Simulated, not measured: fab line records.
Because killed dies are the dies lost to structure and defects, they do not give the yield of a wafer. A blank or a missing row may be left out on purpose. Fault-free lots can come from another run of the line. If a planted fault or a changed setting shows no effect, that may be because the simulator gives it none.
Chamber matching ; flow nand_harc ; NHARC_P_M2_DEP_33 on pecvd-01 has 3 sister chambers
The step deposits SiCN, target thk 30 nm. 24 wafers are shown with their chamber, then 12 later ones without.

== EACH WAFER AND ITS CHAMBER ==
wafer;chamber;heater_power_w (W);heater_power_outer_w (W);rf_fwd_power_W (W)
L075.2;1;623;364;447.9
L075.3;2;664;389;446.5
L075.5;0;615;353;449.0
L077.2;2;594;325;448.1
L077.4;2;607;333;447.4
L077.6;1;638;378;447.8
L078.3;2;696;409;447.3
L078.4;0;606;348;448.9
L078.5;2;686;399;448.3
L080.3;0;555;297;448.4
L080.4;0;551;295;451.8
L080.6;2;674;399;448.8
L084.3;1;652;385;449.3
L084.4;1;652;375;449.0
L084.6;0;503;271;449.2
L086.4;1;654;371;449.4
L086.5;2;685;390;450.9
L086.6;0;583;334;449.3
L088.2;0;615;362;447.1
L088.3;1;570;306;449.2
L088.6;2;686;392;450.0
L091.3;0;516;284;450.0
L091.4;2;652;371;448.1
L091.5;0;525;274;450.4

SIGNATURES, as means of the wafers listed above
reading;chamber 0;chamber 1;chamber 2;scatter within a chamber
heater_power_w;563.22;631.50;660.44;38.5
heater_power_outer_w;313.11;363.17;378.56;32.2
rf_fwd_power_W;449.344;448.767;448.378;1.22
Rule: a wafer's distance from a chamber is the root of the sum, over the readings, of the square of ((its reading less the chamber's mean) divided by the reading's scatter). If the next closest chamber is less than 2 further off than the closest, the wafer can't be placed; otherwise it belongs to the closest. The scatter: take each reading less its chamber's mean, square it, sum over the shown wafers, divide by the number of wafers less the number of chambers, and take the root.

== WAFERS WITHOUT THEIR CHAMBER ==
wafer;heater_power_w (W);heater_power_outer_w (W);rf_fwd_power_W (W)
L094.1;586;337;450.0
L094.3;602;349;449.7
L094.6;596;326;450.4
L095.1;663;374;448.8
L095.4;604;341;449.5
L095.5;659;384;451.9
L096.2;612;335;448.5
L096.4;594;345;451.9
L096.5;615;339;445.5
L097.1;613;338;449.1
L097.3;567;314;450.6
L097.5;551;320;449.2

== EACH ONE'S CHAMBER ==
wafer;from the rows above;in truth
L094.1;can't be placed: 0 or 1 or 2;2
L094.3;can't be placed: 1 or 0 or 2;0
L094.6;can't be placed: 0 or 1 or 2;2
L095.1;can't be placed: 2 or 1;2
L095.4;can't be placed: 1 or 0 or 2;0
L095.5;can't be placed: 1 or 2 or 0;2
L096.2;can't be placed: 1 or 0 or 2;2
L096.4;can't be placed: 0 or 1 or 2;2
L096.5;can't be placed: 1 or 2 or 0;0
L097.1;can't be placed: 1 or 0 or 2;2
L097.3;can't be placed: 0 or 1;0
L097.5;0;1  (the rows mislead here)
Correct placement for 0 of the 12. Can't be placed from these rows: 11 (the true chamber is among the candidates in 11). Wrongly placed: 1.
